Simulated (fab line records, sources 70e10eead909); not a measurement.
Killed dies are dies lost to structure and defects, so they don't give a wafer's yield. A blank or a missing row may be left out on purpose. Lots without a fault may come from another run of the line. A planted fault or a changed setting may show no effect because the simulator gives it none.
Which tool did it? | flow nand_harc | 12 lots, 36 wafers sampled, at 1 step of a route of 1159

WHAT THE GAUGES READ, wafer by wafer
NHARC_P_CONTACT_INSPECT_14.
lot  | measured     | on                | raw_defect_count
L076 | day 6 01:58  | defect_inspect-02 | 4 0 4
L078 | day 6 06:11  | defect_inspect-01 | 7 6 3
L079 | day 6 18:29  | defect_inspect-01 | 3 8 4
L081 | day 7 09:20  | defect_inspect-01 | 2 2 1
L083 | day 7 16:06  | defect_inspect-01 | 2 9 5
L088 | day 8 17:05  | defect_inspect-01 | 2 2 0
L086 | day 8 18:03  | defect_inspect-02 | 3 3 6
L089 | day 9 12:17  | defect_inspect-01 | 2 3 3
L091 | day 9 17:25  | defect_inspect-01 | 3 3 1
L092 | day 10 07:47 | defect_inspect-02 | 5 5 6
L094 | day 10 16:29 | defect_inspect-02 | 3 4 1
L097 | day 11 08:33 | defect_inspect-01 | 5 5 6

WHICH TOOL RAN EACH LOT (tool, then ch and the chambers of the sampled wafers, then the start)
The record holds no process step before these readings.

THE ANSWER, worked out from the rows above alone
Rule: what is usual is taken from the lots themselves. Put in order of their means at a reading, lots are off if they are a third of the lots or fewer, leave a main group of 4 or more, and stand apart from it by a gap of 3 or more times the standard deviation of the main group's means; of several such gaps the widest counts. A main group whose means are all the same, to the digits that the tables above print for the reading, isn't used. A lot without any number at a reading at which 4 lots or more have one is off too. The other lots that the step has rows for count as sound.
No lot is off at any reading shown: from this, nothing can be told.

WHAT THE SIMULATOR HAD PUT IN
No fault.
